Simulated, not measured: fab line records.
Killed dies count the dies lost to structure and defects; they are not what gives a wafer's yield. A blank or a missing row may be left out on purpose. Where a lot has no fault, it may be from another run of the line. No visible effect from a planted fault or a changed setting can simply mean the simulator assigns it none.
Matching of chambers / flow nand-harc / NHARC_A_M1_DEP_33 on pecvd-03 has 3 sister chambers
The step deposits SiCN, target thk 30 nm. 3 wafers are shown with their chamber, then 8 later ones without.

## WAFERS, EACH WITH ITS CHAMBER
wafer=L090.4; chamber=1; heater-power-w (W)=620
wafer=L090.6; chamber=2; heater-power-w (W)=524
wafer=L087.1; chamber=0; heater-power-w (W)=435

## WAFERS WITHOUT THEIR CHAMBER
wafer=L087.4; heater-power-w (W)=606
wafer=L087.6; heater-power-w (W)=451
wafer=L095.1; heater-power-w (W)=517
wafer=L095.2; heater-power-w (W)=525
wafer=L095.4; heater-power-w (W)=526
wafer=L094.3; heater-power-w (W)=524
wafer=L094.4; heater-power-w (W)=547
wafer=L094.6; heater-power-w (W)=564

## WHICH CHAMBER EACH WENT THROUGH
wafer=L087.4; from the rows above=1; in truth=1
wafer=L087.6; from the rows above=0; in truth=0
wafer=L095.1; from the rows above=2; in truth=2
wafer=L095.2; from the rows above=2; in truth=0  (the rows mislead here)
wafer=L095.4; from the rows above=2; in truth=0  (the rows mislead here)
wafer=L094.3; from the rows above=2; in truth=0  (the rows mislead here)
wafer=L094.4; from the rows above=2; in truth=2
wafer=L094.6; from the rows above=can't be placed: 2 or 1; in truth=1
Correctly placed: 4 of 8. Can't be placed from these rows: 1 (the true chamber is among the candidates in 1). Placed wrongly: 3.
How it was worked out, from the rows above alone: a wafer's distance from a chamber is the root of the sum, over the readings, of the square of ((its reading less the chamber's mean) divided by the reading's scatter). If the next closest chamber is less than 2 further off than the closest, the wafer can't be placed; otherwise it belongs to the closest. A chamber's mean is the mean of its shown wafers. The scatter: root of mean squared gap, hidden wafer to nearest shown wafer, with one shown wafer a chamber.
